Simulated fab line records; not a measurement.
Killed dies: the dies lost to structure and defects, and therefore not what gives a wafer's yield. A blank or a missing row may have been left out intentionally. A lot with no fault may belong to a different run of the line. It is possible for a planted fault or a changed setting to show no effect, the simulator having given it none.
fab line records    flow nand-harc
[record] lots = 7  wafers = 21  last-day = 24
route steps=1159 shown P_GATE@157
lots that met no fault: taken from a fault-free run of the same line
start-h: hours from the record's first day to the start of the lot's first wafer shown    wait-h: hours since the lot's step before    " unchanged from the row above    L1.1+2: a row that stands for several wafers    - value missing, or start not given    * or withheld: withheld    < > ~ a bound
route shown NAME@n: a module of which the file shows steps, and the number in the route of the first    usual: mean/standard deviation taken from wafers without a fault    same: alike in all rows    chamber/n: place in a boat    sites: readings site by site    _std_site: their standard deviation    _edge_site: outer sites' mean less inner sites'    radius-mm: for every site, how far away it sits from the centre of the wafer    mask NAME#n: copy n    behind: tool/chamber where the wafer was last shaped    hold: cause of the lot's hold/its duration in hours/its outcome    device: transistor that didn't switch, given as n, p or np    end of line: the tests these same wafers got at the end of their route    where a step has no rows: the recipe by itself    killed: at the first sort, the dies lost to defects and structure; wafer yield is something else    map: per-die view of a wafer (x killed, . not killed, _ where there is no die)
set.NAME: setting as actually run; set.NAME@STEP: the setting as run at that earlier step    model.NAME: the simulator's own value behind a step, which no gauge read
lots at selected steps of the route; one table per step, one row per wafer
services: when a tool's chamber went out of use (start-h, in hours from the record's first day, below 0 if earlier), for how many hours, and the reason
[[steps]]
[step NHARC_P_GATE_STRIP_101]
[recipe] time-s = 20  o2-flow-sccm = 500  ar-flow-sccm = 0  bias-w = 0  chemistry = O2
[usual] drypump-motor-current-A = 5.6/0.4  oes-product-au = 1.003/0.0092  rf-vpp-V = 58.0/0.88  showerhead-plenum-p-Torr = 3.56/0.15  throttle-valve-pct = 17.037/0.0099
lot.wafer  tool         chamber  start-h  wait-h  drypump-motor-current-A  oes-product-au  rf-hours-counter-h  rf-vpp-V  showerhead-plenum-p-Torr  throttle-valve-pct
L548.3     rie-diel-11  2        100.94   0.1     5.4                      0.997           15                  58.2      3.69                      17.031
L548.5     "            3        "        "       5.6                      0.992           -                   58.4      3.77                      17.035
L548.6     "            0        "        "       5.2                      1.003           -                   57.4      3.36                      17.030
L554.1     rie-diel-09  0        130.50   0.1     4.9                      1.002           15                  59.0      3.54                      17.031
L554.2     "            1        "        "       5.8                      1.001           16                  59.2      3.62                      17.049
L554.5     "            3        "        "       6.4                      1.004           -                   58.5      3.62                      17.023
L553.2     rie-diel-11  3        130.89   0.1     5.6                      1.011           23                  57.2      3.77                      17.032
L553.1     "            2        "        "       5.5                      0.998           23                  58.4      3.68                      17.014
L553.6     "            3        "        "       5.6                      0.998           -                   58.1      3.77                      17.034
L555.2     rie-diel-11  0        146.81   0.1     5.1                      1.014           20                  57.8      3.35                      17.045
L555.3     "            1        "        "       5.8                      0.990           24                  58.8      3.68                      17.035
L555.6     "            0        "        "       5.1                      1.010           -                   56.9      3.35                      17.049
L565.2     rie-diel-06  3        203.33   0.1     6.1                      1.011           41                  57.4      3.59                      17.054
L565.1     "            0        "        "       5.6                      1.020           47                  58.4      3.31                      17.036
L565.6     "            3        "        "       6.1                      1.007           -                   58.8      3.59                      17.044
L570.2     rie-diel-06  2        230.63   0.1     5.0                      1.013           58                  57.7      3.62                      17.026
L570.1     "            3        "        "       6.1                      0.998           51                  57.6      3.58                      17.019
L570.6     "            1        "        "       6.1                      0.988           -                   56.9      3.44                      17.033
L571.2     rie-diel-11  3        238.73   0.1     5.5                      1.007           5                   60.0      3.76                      17.046
L571.4     "            0        "        "       5.1                      0.999           5                   58.0      3.35                      17.019
L571.1     "            1        "        "       5.7                      1.007           5                   59.1      3.67                      17.048
[step NHARC_P_GATE_PRECLEAN_97]
[recipe] time-s = 600  temp-c = 120  chemistry = SPM
[step NHARC_P_GATE_SRD_98]
[step NHARC_P_GATE_PRECLEAN_99]
[recipe] time-s = *  temp-c = 50  bath-age-min = 0  chemistry = SC1
[step NHARC_P_GATE_SRD_100]
[step NHARC_P_GATE_DEHYDRATE_38]
[recipe] temp-c = 150  time-s = 120
[step NHARC_P_GATE_HMDS_39]
[recipe] time-s = 30
[step NHARC_P_GATE_COAT_40]
[recipe] spin-rpm = 3000
[step NHARC_P_GATE_SOFTBAKE_41]
[recipe] temp-c = 122  time-s = 95
[step NHARC_P_GATE_EBR_42]
[step NHARC_P_GATE_EXPOSE_43]
[recipe] na = 0.6  target-cd-nm = 720  dose-mj = 14.81  mask-id = P_NSD
[step NHARC_P_GATE_PEB_44]
[recipe] peb-temp-c = 118  peb-time-s = 85
[step NHARC_P_GATE_DEVELOP_45]
[recipe] time-s = 70
[usual] chill-plate-temp-C = 23.00/0.12  exhaust-pa = 45.0/0.9
lot.wafer  tool            chamber  start-h  wait-h  chill-plate-temp-C  exhaust-pa
L548.3     litho-track-05  0        101      -       23.03               44.3
L548.5     "               0        "        "       23.07               42.9
L548.6     "               0        "        "       23.18               44.3
L554.1     litho-track-05  -        131      -       -                   -
L554.2     "               -        "        "       -                   -
L554.5     "               -        "        "       -                   -
L553.1     litho-track-05  -        131      -       -                   -
L553.2     "               -        "        "       -                   -
L553.6     "               -        "        "       -                   -
L555.2     litho-track-07  -        147      -       -                   -
L555.3     "               -        "        "       -                   -
L555.6     "               -        "        "       -                   -
L565.1     litho-track-05  0        204      -       23.01               44.0
L565.2     "               0        "        "       23.13               43.9
L565.6     "               0        "        "       22.93               44.9
L570.1     litho-track-05  0        231      -       23.14               46.2
L570.2     "               0        "        "       22.73               46.1
L570.6     "               0        "        "       23.04               45.9
L571.1     litho-track-03  0        239      -       23.06               44.4
L571.2     "               0        "        "       23.04               43.4
L571.4     "               0        "        "       22.96               44.7
[[services]]
tool            chamber  start-h  hours  kind
rie-diel-09     -        77.11    9.0    pm
rie-diel-11     0        95.18    -      clean
rie-diel-11     1        95.18    -      clean
rie-diel-11     2        95.18    -      clean
rie-diel-11     3        95.18    -      clean
rie-diel-06     0        101.13   2.3    repair
rie-diel-09     -        106.78   0.4    repair
rie-diel-11     0        119.69   -      clean
rie-diel-11     1        119.69   -      clean
rie-diel-11     2        119.69   -      clean
rie-diel-11     3        119.69   -      clean
rie-diel-09     -        139.59   0.7    repair
rie-diel-11     0        144.19   -      clean
rie-diel-11     1        144.19   -      clean
rie-diel-11     2        144.19   -      clean
rie-diel-11     3        144.19   -      clean
rie-diel-06     3        166.94   16.7   repair
rie-diel-11     0        168.69   -      clean
litho-track-07  -        189.00   7.0    pm
rie-diel-11     -        189.50   9.0    pm
rie-diel-11     -        210.24   0.9    repair
litho-track-03  -        213.01   7.0    pm
rie-diel-09     -        214.98   1.6    repair
litho-track-05  -        237.00   7.0    pm
[[key]]
[first-sign] step = NHARC_P_GATE_DEVELOP_45  reading = tool-record  direction = missing
effect none on later readings
met-at NHARC_P_GATE_DEVELOP_45
struck-wafers L553.1,L553.2,L553.6,L554.1,L554.2,L554.5,L555.2,L555.3,L555.6
later-rows-left-out L553.1,L553.2,L553.6,L554.1,L554.2,L554.5,L555.2,L555.3,L555.6
sort-left-out L553.1,L553.2,L553.6,L554.1,L554.2,L554.5,L555.2,L555.3,L555.6
tester-left-out L553,L554,L555
onset-between 101 131
[fault] kind = skipped-step-whole  tool = litho-track-05,litho-track-07  chamber = -  onset-h = 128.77  steps = NHARC_P_GATE_DEVELOP_45  scope = struck-lots-only
// tester-left-out: of these lots the tester's yield and bins aren't shown, on N5 and GAA mostly nor the transistor test; their killed dies are dies lost to structure and defects alone, not to doping, threshold or leakage, so they don't give the yield
// sort-left-out: the simulated sort isn't trusted on such a fault, so these wafers' sort isn't shown, and their yield isn't known
// later-rows-left-out: the simulator's readings of these wafers behind a module that went badly wrong aren't trusted and aren't shown, but for the sort
